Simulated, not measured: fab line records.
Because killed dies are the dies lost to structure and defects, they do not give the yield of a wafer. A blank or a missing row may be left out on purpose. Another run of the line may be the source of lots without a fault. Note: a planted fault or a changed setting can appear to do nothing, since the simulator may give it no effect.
fab line records	flow nand_harc
[record] lots = 12	wafers = 36	last_day = 24
route steps=1159 shown A_SGD_CUT@760 END@1159
lots that met no fault: from a run of the same line without faults
start_h: start of the lot's first displayed wafer, in hours after the record's first day	wait_h: hours since the lot's step before	" as in the row above	L1.1+2: one row covering several wafers at once	- no value present, or no start provided	* or withheld: withheld	< > ~ a bound
route shown NAME@n: NAME is a module with steps in the file, n the number in the route of the first one	usual: the fault-free wafers' mean and standard deviation	same: alike in all rows	chamber/n: place in a boat	sites: the reading at each site	_std_site: standard deviation across them	_edge_site: outer sites' mean less inner sites'	radius_mm: for every site, how far away it sits from the centre of the wafer	mask NAME#n: copy n	behind: the tool/chamber that last shaped the wafer	hold: cause of the lot's hold/its duration in hours/its outcome	device: names the non-switching transistor (n, p or np)	end of line: tests run on the same wafers once the route is complete	for a step that has no rows: nothing shown but its recipe	killed: count of dies lost to structure and defects at first sort (not the wafer's yield)	map: the dies of a wafer, with x for killed, . for not killed, _ for no die there
set.NAME: the setting the step ran with; set.NAME@STEP: the setting that earlier step ran with	model.NAME: the simulator's own value behind a step, which no gauge read
a sample of lots followed through the steps of the route, with each step as a table and each wafer as a row
services: the hour from which a tool's chamber was out of use, counted from the record's first day as start_h (under 0 if before that day), plus the number of hours and why
[[steps]]
[step NHARC_A_SGD_CUT_INSPECT_11]
[usual] raw_defect_count = 18/8.9
lot.wafer	tool	chamber	start_h	wait_h	raw_defect_count
L555.2	defect_inspect-02	-	324.47	0.0	6
L555.3	"	-	"	"	12
L555.4	"	-	"	"	14
L557.1	defect_inspect-02	-	325.09	0.0	15
L557.5	"	-	"	"	21
L557.6	"	-	"	"	24
L560.1	defect_inspect-02	-	331.00	0.0	11
L560.2	"	-	"	"	8
L560.6	"	-	"	"	9
L561.1	defect_inspect-02	-	337.00	0.0	3
L561.3	"	-	"	"	10
L561.6	"	-	"	"	8
L559.1	defect_inspect-02	-	337.34	0.0	23
L559.2	"	-	"	"	24
L559.4	"	-	"	"	19
L558.1	defect_inspect-01	-	339.03	0.0	14
L558.5	"	-	"	"	10
L558.6	"	-	"	"	9
L566.1	defect_inspect-01	-	377.34	0.0	29
L566.4	"	-	"	"	33
L566.6	"	-	"	"	28
L565.1	defect_inspect-02	-	377.49	0.0	20
L565.2	"	-	"	"	23
L565.5	"	-	"	"	21
L575.4	defect_inspect-02	-	419.94	0.0	34
L575.5	"	-	"	"	31
L575.6	"	-	"	"	37
L574.1	defect_inspect-02	-	420.36	0.0	24
L574.3	"	-	"	"	22
L574.4	"	-	"	"	13
L576.1	defect_inspect-01	-	441.69	0.0	19
L576.2	"	-	"	"	16
L576.4	"	-	"	"	15
L578.1	defect_inspect-01	-	446.26	0.0	14
L578.2	"	-	"	"	22
L578.4	"	-	"	"	10
[step NHARC_A_SGD_CUT_ETCH_58]
[recipe] target_depth_a = 390	over_etch_frac = 0.3	time_s = 65	ion_energy_ev = 80	cf4_flow_sccm = 150	ar_flow_sccm = 0	rf_w = 300	bias_w = 100	chemistry = CF4
[usual] cf4_flow_sccm = 150.0/0.42	drypump_motor_current_A = 5.8/0.44	mfc_ar_sccm = 0.007/0.011	oes_product_au = 0.995/0.0099	rf_vpp_V = 151.5/1	showerhead_plenum_p_Torr = 1.79/0.05	throttle_valve_pct = 13.283/0.0089
[same] over_etch_frac = 0.3
lot.wafer	tool	chamber	start_h	wait_h	cf4_flow_sccm	drypump_motor_current_A	mfc_ar_sccm	oes_product_au	rf_hours_counter_h	rf_vpp_V	showerhead_plenum_p_Torr	throttle_valve_pct
L555.3	rie_diel-03	3	324.62	0.1	149.9	5.5	0.007	1.004	6	151.1	1.78	13.284
L555.4	"	0	"	"	149.6	6.1	0	1.007	6	151.9	1.82	13.295
L555.2	"	1	"	"	149.6	5.8	0	0.995	7	151.7	1.78	13.275
L557.1	rie_diel-09	0	325.25	0.1	150.2	6.0	0.014	1.000	4	152.3	1.78	13.270
L557.5	"	2	"	"	150.4	6.2	0	0.992	-	151.9	1.80	13.289
L557.6	"	3	"	"	150.0	5.8	0	0.978	-	151.6	1.85	13.288
L560.2	rie_diel-09	2	331.17	0.1	150.2	6.2	0	0.998	8	151.1	1.80	13.280
L560.1	"	3	"	"	150.0	5.9	0	0.986	9	152.5	1.85	13.275
L560.6	"	3	"	"	149.7	5.9	0	0.966	-	151.7	1.85	13.278
L561.1	rie_diel-02	1	337.15	0.1	149.6	4.9	0.013	0.986	0	150.7	1.75	13.276
L561.3	"	3	"	"	150.1	5.6	0.038	0.992	0	149.1	1.65	13.276
L561.6	"	1	"	"	149.9	5.0	0.013	0.987	-	151.5	1.75	13.296
L559.1	rie_diel-09	3	337.48	0.1	150.1	5.8	0	0.988	10	152.5	1.85	13.291
L559.4	"	0	"	"	149.7	6.0	0.014	0.998	6	150.7	1.78	13.286
L559.2	"	1	"	"	149.5	6.5	0	0.997	10	152.2	1.80	13.282
L558.1	rie_diel-02	1	339.18	0.1	149.7	5.0	0.013	0.986	0	150.2	1.75	13.276
L558.5	"	0	"	"	149.3	5.6	0.026	0.994	-	151.2	1.83	13.279
L558.6	"	1	"	"	149.8	5.0	0.013	0.989	-	150.8	1.75	13.292
L566.4	rie_diel-02	1	377.49	0.1	149.2	5.0	0.013	0.986	3	152.3	1.75	13.287
L566.1	"	2	"	"	150.3	5.2	0.000	1.008	3	152.2	1.74	13.293
L566.6	"	1	"	"	149.8	5.0	0.013	0.986	-	150.9	1.75	13.294
L565.2	rie_diel-09	3	377.64	0.1	150.5	5.8	0	0.986	16	152.3	1.85	13.289
L565.1	"	0	"	"	150.1	6.0	0.014	1.005	11	151.1	1.78	13.271
L565.5	"	0	"	"	150.3	6.0	0.014	1.006	-	152.0	1.78	13.268
L575.4	rie_diel-03	1	420.09	0.1	150.0	5.8	0	1.004	1	151.4	1.78	13.285
L575.6	"	0	"	"	150.0	6.1	0	0.995	-	152.8	1.82	13.291
L575.5	"	1	"	"	150.4	5.8	0	0.994	-	151.6	1.78	13.285
L574.1	rie_diel-02	2	420.51	0.1	150.4	5.2	0.000	0.993	7	150.9	1.74	13.281
L574.4	"	0	"	"	149.7	5.6	0.026	0.986	7	152.9	1.83	13.283
L574.3	"	1	"	"	150.2	5.0	0.013	0.975	7	149.1	1.75	13.272
L576.2	rie_diel-09	1	441.88	0.1	150.2	6.5	0	1.011	0	152.1	1.80	13.274
L576.1	"	3	"	"	150.3	5.9	0	1.007	0	151.8	1.84	13.294
L576.4	"	0	"	"	149.9	6.0	0.014	1.003	-	151.6	1.77	13.282
L578.4	rie_diel-02	3	446.41	0.1	150.1	5.5	0.038	1.011	8	149.6	1.65	13.292
L578.1	"	0	"	"	150.0	5.6	0.026	1.004	9	151.9	1.83	13.291
L578.2	"	1	"	"	149.9	5.0	0.013	0.988	10	150.8	1.75	13.291
[step NHARC_A_SGD_CUT_CMP_21]
[recipe] target_thk_nm = 148.19
[usual] edge_zone_pressure_frac = 1.000/0.0047	motor_current_A = 12.3/0.94	time_to_endpoint_s = 52/3.2
lot.wafer	tool	chamber	start_h	wait_h	edge_zone_pressure_frac	motor_current_A	time_to_endpoint_s
L555.2	cmp-03	2	329.41	0.4	0.994	13.0	56
L555.3	"	3	"	"	0.997	11.2	55
L555.4	"	1	"	"	0.998	13.5	47
L557.1	cmp-04	2	329.54	0.5	1.002	12.1	48
L557.5	"	1	"	"	0.996	11.0	49
L557.6	"	2	"	"	0.999	11.9	50
L560.2	cmp-04	2	336.68	0.4	1.002	12.1	49
L560.1	"	0	"	"	1.000	13.2	50
L560.6	"	3	"	"	0.997	11.2	49
L561.3	cmp-03	2	346.21	0.4	1.002	12.7	56
L561.1	"	3	"	"	0.994	11.1	50
L561.6	"	1	"	"	0.999	13.6	50
L558.1	cmp-01	2	346.24	0.4	0.992	12.3	51
L558.6	"	0	"	"	0.994	14.3	54
L558.5	"	1	"	"	0.997	11.8	52
L559.2	cmp-03	0	346.34	0.5	1.004	11.8	48
L559.4	"	2	"	"	0.999	12.7	52
L559.1	"	3	"	"	1.004	11.4	50
L565.2	cmp-04	2	383.66	0.4	-	-	-
L565.1	"	0	"	"	-	-	-
L565.5	"	3	"	"	-	-	-
L566.1	cmp-03	0	383.69	0.4	-	-	-
L566.4	"	1	"	"	-	-	-
L566.6	"	3	"	"	-	-	-
L575.4	cmp-03	2	426.45	0.4	0.999	13.1	56
L575.6	"	3	"	"	0.998	10.9	52
L575.5	"	0	"	"	1.001	11.9	53
L574.4	cmp-04	2	426.55	0.5	1.010	11.8	50
L574.3	"	3	"	"	1.002	12.0	51
L574.1	"	0	"	"	1.003	14.0	49
L576.1	cmp-01	0	447.40	0.4	1.000	14.0	57
L576.2	"	2	"	"	1.001	11.4	50
L576.4	"	3	"	"	1.001	13.1	57
L578.2	cmp-04	1	454.36	0.4	0.994	11.0	49
L578.4	"	2	"	"	1.000	11.8	46
L578.1	"	3	"	"	1.005	11.3	51
[step NHARC_A_SGD_CUT_STRIP_28]
[recipe] time_s = 20	o2_flow_sccm = 500	ar_flow_sccm = 0	bias_w = 0	chemistry = O2
[usual] drypump_motor_current_A = 5.7/0.38	mfc_ar_sccm = 0.008/0.012	oes_product_au = 0.998/0.009	rf_vpp_V = 57.8/0.87	showerhead_plenum_p_Torr = 3.57/0.11	throttle_valve_pct = 17.036/0.0085
lot.wafer	tool	chamber	start_h	wait_h	drypump_motor_current_A	mfc_ar_sccm	oes_product_au	rf_hours_counter_h	rf_vpp_V	showerhead_plenum_p_Torr	throttle_valve_pct
L557.1	rie_diel-03	3	-	-	5.5	0.007	0.993	7	57.3	3.56	17.039
L557.5	"	2	"	"	5.5	0	1.002	-	59.0	3.72	17.041
L557.6	"	3	"	"	5.4	0.007	0.992	-	58.0	3.56	17.034
L555.3	rie_diel-09	1	330.28	0.3	6.5	0	1.004	8	60.3	3.60	17.044
L555.2	"	2	"	"	6.2	0	1.004	8	58.0	3.60	17.026
L555.4	"	3	"	"	5.9	0	0.991	-	58.7	3.69	17.032
L560.1	rie_diel-03	3	-	-	5.5	0.007	0.993	7	57.7	3.56	17.014
L560.2	"	0	"	"	6.1	0	1.002	7	57.4	3.63	17.021
L560.6	"	3	"	"	5.5	0.007	1.003	-	56.7	3.56	17.044
L561.1	rie_diel-09	3	-	-	5.9	0	0.986	11	57.5	3.69	17.029
L561.3	"	1	"	"	6.5	0	1.004	11	58.8	3.60	17.036
L561.6	"	3	"	"	5.8	0	0.985	-	57.7	3.69	17.043
L558.1	rie_diel-02	2	-	-	5.3	0.000	1.007	1	56.1	3.48	17.023
L558.5	"	3	"	"	5.6	0.038	1.002	-	58.8	3.29	17.030
L558.6	"	0	"	"	5.6	0.026	0.988	-	58.0	3.65	17.045
L559.4	rie_diel-03	1	-	-	5.8	0	1.009	8	56.6	3.55	17.032
L559.2	"	2	"	"	5.5	0	0.996	7	57.4	3.72	17.056
L559.1	"	3	"	"	5.4	0.007	0.994	7	56.6	3.56	17.036
L566.4	rie_diel-02	2	-	-	5.3	0.000	1.011	4	59.0	3.48	17.030
L566.1	"	3	"	"	5.6	0.038	1.003	3	57.6	3.29	17.018
L566.6	"	0	"	"	5.6	0.026	1.000	-	56.5	3.65	17.051
L565.2	rie_diel-03	2	-	-	5.5	0	0.994	11	56.7	3.72	17.036
L565.1	"	0	"	"	6.1	0	1.014	11	59.1	3.62	17.050
L565.5	"	2	"	"	5.5	0	0.998	-	59.1	3.72	17.047
L575.4	rie_diel-09	0	427.13	0.1	6.0	0.014	0.996	-	58.4	3.54	17.038
L575.5	"	1	"	"	6.5	0	1.005	-	57.2	3.59	17.037
L575.6	"	3	"	"	5.9	0	0.981	-	58.0	3.68	17.032
L574.1	rie_diel-09	3	427.17	0.2	5.9	0	0.984	22	59.0	3.68	17.032
L574.3	"	1	"	"	6.5	0	1.006	22	56.5	3.59	17.038
L574.4	"	3	"	"	5.8	0	0.992	-	59.3	3.68	17.044
L576.1	rie_diel-02	1	-	-	4.9	0.013	0.984	10	58.5	3.50	17.044
L576.2	"	2	"	"	5.3	0.000	1.003	10	58.5	3.48	17.039
L576.4	"	3	"	"	5.6	0.038	0.992	9	57.4	3.29	17.036
L578.4	rie_diel-02	0	-	-	5.7	0.026	0.995	10	57.3	3.64	17.036
L578.1	"	1	"	"	5.0	0.013	0.974	11	58.2	3.50	17.033
L578.2	"	2	"	"	5.3	0.000	1.006	11	57.0	3.48	17.031
[step NHARC_END_SORT_01]
[recipe] temp_c = 25
[usual] killed_at_array = 29/10	killed_at_other = 0.7/1.1	killed_at_periphery = 3.2/2.2	killed_dies = 33/11	killed_open = 3.5/1.8	killed_short = 2.0/1.4
[same] gross_dies = 677
lot.wafer	tool	chamber	start_h	wait_h	killed_at_array	killed_at_other	killed_at_periphery	killed_dies	killed_open	killed_short
L565.1	prober-01	0	505.93	2.5	676	1	0	677	3	1
L565.2	prober-01	0	506.72	2.8	675	2	0	677	2	2
L565.5	prober-01	0	509.11	3.7	675	1	1	677	2	3
L566.1	prober-02	0	513.93	2.5	669	0	8	677	3	1
L566.4	prober-02	0	516.32	3.4	668	1	8	677	5	3
L566.6	prober-02	0	517.90	4.0	669	1	7	677	4	2
// killed by level:class
L565.1 A_SGD_CUT:area_cmp=650 A_CHANNEL_HOLE_D1:chamber_film_flake=12 A_STAIRCASE:chamber_film_flake=4 A_CONTACT:chamber_film_flake=4 A_M0:geometric_particle:open=2 A_SLIT:chamber_film_flake=2 A_CONTACT:geometric_particle:short=1 A_CONTACT:geometric_particle:open=1
L565.2 A_SGD_CUT:area_cmp=649 A_CHANNEL_HOLE_D1:chamber_film_flake=12 A_STAIRCASE:chamber_film_flake=5 A_SLIT:chamber_film_flake=3 A_CONTACT:chamber_film_flake=2 THIN_TSV:chamber_film_flake=2 A_ONON_D1:geometric_particle:short=1 A_CHANNEL_FILL_D1:geometric_particle:open=1
L565.5 A_SGD_CUT:area_cmp=646 A_CHANNEL_HOLE_D1:chamber_film_flake=14 A_SLIT:chamber_film_flake=5 A_STAIRCASE:chamber_film_flake=3 A_CONTACT:geometric_particle:open=2 A_CONTACT:chamber_film_flake=2 A_ONON_D1:geometric_particle:short=1 A_CHANNEL_FILL_D1:geometric_particle:short=1
L566.1 A_SGD_CUT:area_cmp=631 A_CHANNEL_HOLE_D1:chamber_film_flake=19 A_SLIT:chamber_film_flake=12 A_STAIRCASE:chamber_film_flake=5 P_M2:chamber_film_flake=4 P_GATE:chamber_film_flake=2 P_GATE:geometric_particle:open=1 P_M2:geometric_particle:open=1
L566.4 A_SGD_CUT:area_cmp=625 A_CHANNEL_HOLE_D1:chamber_film_flake=14 A_STAIRCASE:chamber_film_flake=13 A_SLIT:chamber_film_flake=7 P_M2:chamber_film_flake=6 A_ONON_D1:geometric_particle:open=2 A_CHANNEL_FILL_D1:geometric_particle:short=2 A_CONTACT:geometric_particle:open=2
L566.6 A_SGD_CUT:area_cmp=630 A_CHANNEL_HOLE_D1:chamber_film_flake=19 A_SLIT:chamber_film_flake=10 P_M2:chamber_film_flake=5 A_STAIRCASE:chamber_film_flake=4 A_SGD_CUT:geometric_particle:open=2 P_GATE:geometric_particle:short=1 A_ONON_D1:geometric_particle:open=1
[[services]]
tool	chamber	start_h	hours	kind
cmp-04	-	301.07	4.0	pm
rie_diel-09	0	301.29	1.4	repair
cmp-01	-	302.02	1.2	repair
rie_diel-02	0	306.84	-	clean
rie_diel-02	1	306.84	-	clean
rie_diel-02	-	327.76	9.0	pm
rie_diel-09	0	328.62	4.2	repair
cmp-04	-	337.88	0.6	repair
rie_diel-02	3	349.41	10.2	repair
cmp-03	-	352.00	4.0	pm
rie_diel-02	-	353.71	0.3	repair
rie_diel-03	3	359.58	6.3	repair
cmp-01	-	365.20	0.9	repair
cmp-01	-	375.50	4.0	pm
cmp-01	-	390.25	0.4	repair
rie_diel-03	-	392.30	9.0	pm
rie_diel-09	2	398.02	100.3	repair
cmp-04	-	399.07	4.0	pm
cmp-03	-	414.55	3.9	repair
cmp-01	-	415.29	2.8	repair
cmp-01	-	425.33	1.7	repair
cmp-03	-	429.16	0.6	repair
rie_diel-09	-	431.10	9.0	pm
cmp-03	-	450.00	4.0	pm
[[key]]
[first_sign] step = NHARC_A_SGD_CUT_CMP_21	reading = tool_record	direction = missing
[effect] step = NHARC_END_SORT_01	reading = killed_at_array	direction = up	sigmas = 63	usual = 29	struck = 672
[more_kills_born_at] NHARC_A_SGD_CUT_CMP_21@cmp-04 = 1945	NHARC_A_SGD_CUT_CMP_21@cmp-03 = 1886
met_at NHARC_A_SGD_CUT_CMP_21
struck_lots L565,L566
later_rows_left_out L565.1,L565.2,L565.5,L566.1,L566.4,L566.6
tester_left_out L565,L566
not_acting_at NHARC_A_SGD_CUT_INSPECT_11,NHARC_A_SGD_CUT_ETCH_58,NHARC_A_SGD_CUT_STRIP_28
onset_between 346.34 383.66
[fault] kind = skipped_step_whole	tool = cmp-03,cmp-04	chamber = -	onset_h = 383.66	steps = NHARC_A_SGD_CUT_CMP_21	scope = struck_lots_only
// tester_left_out: of these lots the tester's yield and bins aren't shown, on N5 and GAA mostly nor the transistor test; their killed dies are dies lost to structure and defects alone, not to doping, threshold or leakage, so they don't give the yield
// later_rows_left_out: the simulator's readings of these wafers behind a module that went badly wrong aren't trusted and aren't shown, but for the sort
